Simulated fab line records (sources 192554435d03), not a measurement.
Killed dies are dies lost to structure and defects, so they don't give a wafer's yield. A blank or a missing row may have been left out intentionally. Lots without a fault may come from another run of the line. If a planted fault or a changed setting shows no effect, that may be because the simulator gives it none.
A struck lot beside a sound one    flow n5-finfet    15 steps out of a route of 1938
Sound: the wafers L260.1, L260.4, L260.6. Struck: wafers L277.2, L277.4. The cause is given at the end.
Each step with rows lists, per side, the tool, then ch with its chambers, then its first start. Under that, the readings that differ: sound wafers    struck wafers    difference of the means    sigmas: that difference in standard deviations of wafers without a fault.
alike: readings with means less than 2 such deviations apart, plus words and numbers identical on both sides. not compared: withheld readings, readings lacking a value on some wafer, bounds such as >300 that could conceal the same value, and numbers that have no deviation in the record and whose values overlap.
The two part at a step that has a row with sigmas, a row that says differs or no value, or rows on one side only. Numbers that have no deviation but don't overlap get no sigmas and don't part them. A reading missing from all wafers of one side parts the sides only when that side holds two or more wafers.

first, 4 steps without rows for these wafers: N5_MOL_CONTACT_COAG_SOFTBAKE_79 (time 60 s); N5_MOL_CONTACT_COAG_EXPOSE_81 (exposes mask VG, defocus 0 nm); N5_MOL_CONTACT_COAG_PEB_82 (peb time 60 s); N5_MOL_CONTACT_COAG_DEVELOP_83 (develop time 30 s).
N5_MOL_CONTACT_COAG_CD_MEAS_84 targets a cd of 25.1 nm.
  sound on cd-sem-01 ch 0, day 5 11:10; struck on cd-sem-03 ch 0, day 9 23:17
  alike: cd-nm
N5_MOL_CONTACT_COAG_OVL_MEAS_85:
  sound on overlay-02 ch 0, day 5 11:11; struck on overlay-02 ch 0, day 9 23:19
  alike: VG_OVL
N5_MOL_CONTACT_COAG_INSPECT_57: inspects for defects (brightfield).
  sound: defect-inspect-01 at day 5 11:15; struck: defect-inspect-02 at day 9 23:22
  alike: raw-defect-count
N5_MOL_CONTACT_COAG_DESCUM_88: chemistry O2, time 7 s.
  sound on rie-diel-01 ch 0,2, day 5 11:17; struck on rie-diel-02 ch 1,3, day 9 23:25
reading                      sound        struck   difference  sigmas
drypump-motor-current-A (A)  5.3 6.1 5.3  5.1 4.7  -0.7        -2
  alike: oes-product-au, rf-vpp-V, showerhead-plenum-p-Torr, throttle-valve-pct
  not compared: rf-hours-counter-h
N5_MOL_CONTACT_COAG_ETCH_89: etches underlayer in N2/H2, target depth 13 nm, time 10.4 s.
  sound on rie-diel-01 ch 0,2, day 5 11:19; struck on rie-diel-02 ch 1,3, day 9 23:26
reading                      sound              struck       difference  sigmas
drypump-motor-current-A (A)  5.3 6.0 5.3        5.1 4.7      -0.6        -2
etch-rf-on-time-s (s)        10.27 10.22 10.25  10.60 10.46  +0.28       +2
throttle-valve-pct (%)       17.57 17.51 17.56  17.78 18.04  +0.36       +2
  alike: n2-flow-sccm, oes-product-au, rf-vpp-V, showerhead-plenum-p-Torr
  not compared: rf-hours-counter-h
N5_MOL_CONTACT_COAG_ETCH_90: etches SiARC in CF4, target depth 13 nm, time 21.7 s.
  sound on rie-diel-01 ch 0,2, day 5 11:20; struck on rie-diel-02 ch 1,3, day 9 23:28
reading                 sound              struck       difference  sigmas
throttle-valve-pct (%)  15.31 15.28 15.31  15.62 15.80  +0.41       +2
  alike: drypump-motor-current-A, etch-rf-on-time-s, mfc-ar-sccm, oes-product-au, rf-vpp-V, showerhead-plenum-p-Torr
  not compared: rf-hours-counter-h
N5_MOL_CONTACT_COAG_ALD_131: deposits SiO2, target thk 5 nm, pulse time 1 s, co reactant pulse time 1 s.
  sound on ald-sin-02 ch 0,1,2, day 5 12:47; struck on ald-sin-03 ch 0,3, day 9 23:32
  alike: heater-power-w, precursor-pulse-height-rel
N5_MOL_CONTACT_COAG_ETCHBACK_132: etches SiO2 in CHF3, target depth 10 nm, time 6.7 s.
  sound on rie-diel-02 ch 1,2, day 5 12:58; struck on rie-diel-04 ch 2, day 9 23:43
reading       sound        struck   difference  sigmas
rf-vpp-V (V)  526 534 535  514 514  -18         -2
  alike: drypump-motor-current-A, mfc-ar-sccm, oes-product-au, showerhead-plenum-p-Torr, throttle-valve-pct
  not compared: rf-hours-counter-h
N5_MOL_CONTACT_COAG_ETCH_91: etches SOC in N2/H2, target depth 60 nm, overetch 21 nm, time 101.2 s.
  sound on rie-diel-02 ch 1,2, day 5 12:59; struck on rie-diel-04 ch 2, day 9 23:45
reading                                              sound        struck   difference  sigmas
model.SiARC_of_MOL_CONTACT_COAG_COAT_76.thk-nm (nm)  5.8 5.8 5.8  6.4 6.4  +0.6        
  alike: drypump-motor-current-A, n2-flow-sccm, oes-product-au, rf-vpp-V, showerhead-plenum-p-Torr, throttle-valve-pct
  not compared: rf-hours-counter-h
then, 1 step without rows for these wafers: N5_MOL_CONTACT_COAG_STRIP_92 (strips in N2/H2).
-- here the record skips 3 days between the struck wafers' starts before and after, leaving off in module MOL_CONTACT_COAG and picking up in module BEOL_M4 (first step shown: number 1111 of the route) --
N5_BEOL_M4_RC_MEAS_101:
  sound on prober-02 ch 0, day 7 20:25; struck on prober-02 ch 0, day 12 21:04
  alike: DIBL_N, DIBL_P, IOFF_N, IOFF_P, ION_N, ION_P, SS_N, SS_P, VT_N, VT_P

== WHERE THEY PART ==
First at N5_MOL_CONTACT_COAG_DESCUM_88; last, within this record, at N5_MOL_CONTACT_COAG_ETCHBACK_132. Later steps at which nothing parts them and some readings are alike: N5_MOL_CONTACT_COAG_ETCH_91, N5_BEOL_M4_RC_MEAS_101.

WHY: the cause the simulator had injected
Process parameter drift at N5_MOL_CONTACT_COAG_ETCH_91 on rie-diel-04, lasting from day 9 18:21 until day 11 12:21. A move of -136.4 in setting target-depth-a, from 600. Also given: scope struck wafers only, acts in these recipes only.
